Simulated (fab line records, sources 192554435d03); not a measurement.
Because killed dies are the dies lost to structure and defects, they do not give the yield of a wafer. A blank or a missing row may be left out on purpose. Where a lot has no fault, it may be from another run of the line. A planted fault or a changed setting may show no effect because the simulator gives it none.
Split-lot study	flow n5Finfet	on a route of 1938 steps: 7 lots, 21 wafers read

ON THE SPLIT
At N5_SD_EPI_N_COAT_03 (resist thk 150 nm), the setting spinRpm was moved away from the recipe's 1500 rpm on 7 of the 21 wafers read, by -5.7% to +7.6%. For the rest of the wafers, this setting stayed at what the recipe calls for.

FROM THE SPLIT TO THE READING: what the file shows between them, 6 steps
- N5_SD_EPI_N_EBR_05
- N5_SD_EPI_N_SOFTBAKE_04: time 60 s
- N5_SD_EPI_N_EXPOSE_06: exposes mask SD N BLK, target cd 120 nm
- N5_SD_EPI_N_PEB_07: peb time 60 s
- N5_SD_EPI_N_DEVELOP_08: develop time 30 s
- N5_SD_EPI_N_DESCUM_14: chemistry O2, time 7.9 s

THE READING
CAR-ArF-block_of_SD_EPI_N_COAT_03.thkNm (the simulator's own value, which no gauge read), in nm, at N5_SD_EPI_N_ETCH_34 (etches SiARC in CF4, target depth 45.5 nm, time 75.8 s). There is no usual value for it anywhere in the file. Across the 14 wafers here that went through the recipe, the average is 111.1 nm and the standard deviation 0.31 nm.

wafer	tool, chamber at the split	spinRpm as run, rpm	against the recipe	CAR-ArF-block_of_SD_EPI_N_COAT_03.thkNm, nm	against lot-mates on the recipe
L074.2	lithoTrack-03, 0	1500	recipe	111	-
L074.3	lithoTrack-03, 0	1500	recipe	111	-
L074.4	lithoTrack-03, 0	1500	recipe	111.2	-
L076.3	lithoTrack-02, 0	1500	recipe	111.4	-
L076.4	lithoTrack-02, 0	1614	+7.6%	105.4	-6.0
L076.6	lithoTrack-02, 0	1614	+7.6%	106	-5.4
L080.3	lithoTrack-05, 0	1500	recipe	111.2	-
L080.4	lithoTrack-05, 0	1500	recipe	111	-
L080.5	lithoTrack-05, 0	1500	recipe	111.8	-
L085.3	lithoTrack-03, 0	1500	recipe	111.2	-
L085.4	lithoTrack-03, 0	1414	-5.7%	115.6	+4.4
L085.5	lithoTrack-03, 0	1414	-5.7%	116	+4.8
L088.4	lithoTrack-05, 0	1564	+4.3%	107.6	-3.3
L088.5	lithoTrack-05, 0	1500	recipe	111	-
L088.6	lithoTrack-05, 0	1500	recipe	110.8	-
L091.1	lithoTrack-03, 0	1500	recipe	111	-
L091.2	lithoTrack-03, 0	1500	recipe	110.8	-
L091.6	lithoTrack-03, 0	1500	recipe	110.4	-
L093.2	lithoTrack-05, 0	1500	recipe	111.2	-
L093.3	lithoTrack-05, 0	1611	+7.4%	106	-5.2
L093.5	lithoTrack-05, 0	1611	+7.4%	105.8	-5.4

THE FIT
A straight line over all 21 wafers: CAR-ArF-block_of_SD_EPI_N_COAT_03.thkNm changes by -0.742 nm for each +1% of spinRpm; r = -0.99; the points scatter about the line by 0.35 nm.
The same after taking each lot's own level away (the mean of its wafers on the recipe; 21 wafers): -0.754 nm for each +1%; r = -1.00; scatter 0.24 nm.
According to that fit, moving spinRpm by its largest amount changes the reading by 5.7 nm.
Across the lots, their own levels run from 110.73 to 111.40 nm, a range of 2.2 times the standard deviation given above.
So the lot-to-lot level changes the slope little: the two slopes agree.
Check: for one of the wafers moved furthest among these (+7.6%), held out of the fit, the line's prediction against its lot-mates is -5.6 nm. It came out at -6 nm against them.

OTHER SPLITS ON THESE WAFERS
Note: prior to the reading, these wafers also went through further splits. Each is held against what the fit with the lots' levels taken away leaves over:
other split on the same wafers	wafers away from the commonest value	r with CAR-ArF-block_of_SD_EPI_N_COAT_03.thkNm (lot level and that fit taken away)
N5_DUMMY_GATE_EXPOSE_12 doseMj	8	-0.14

THE WHOLE CHAIN: every reading that the file lists as answering this split, in the file's order
step	what it does	reading	change (the file's fit)	r (the file's)
N5_SD_EPI_N_COAT_03	resist thk 150 nm	CAR-ArF-block_of_SD_EPI_N_COAT_03.thkNm (the simulator's own value, which no gauge read)	-0.73 nm for each +1% of the setting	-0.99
N5_SD_EPI_N_DEVELOP_08	develop time 30 s	CAR-ArF-block_of_SD_EPI_N_COAT_03.thkNm (the simulator's own value, which no gauge read)	-0.736 nm for each +1% of the setting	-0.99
N5_SD_EPI_N_ETCH_34	etches SiARC in CF4, target depth 45.5 nm, time 75.8 s	CAR-ArF-block_of_SD_EPI_N_COAT_03.thkNm (the simulator's own value, which no gauge read)	-0.752 nm for each +1% of the setting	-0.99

THE FILE'S OWN FIT
CAR-ArF-block_of_SD_EPI_N_COAT_03.thkNm changes by -0.752 nm for each +1% of spinRpm, r = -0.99.
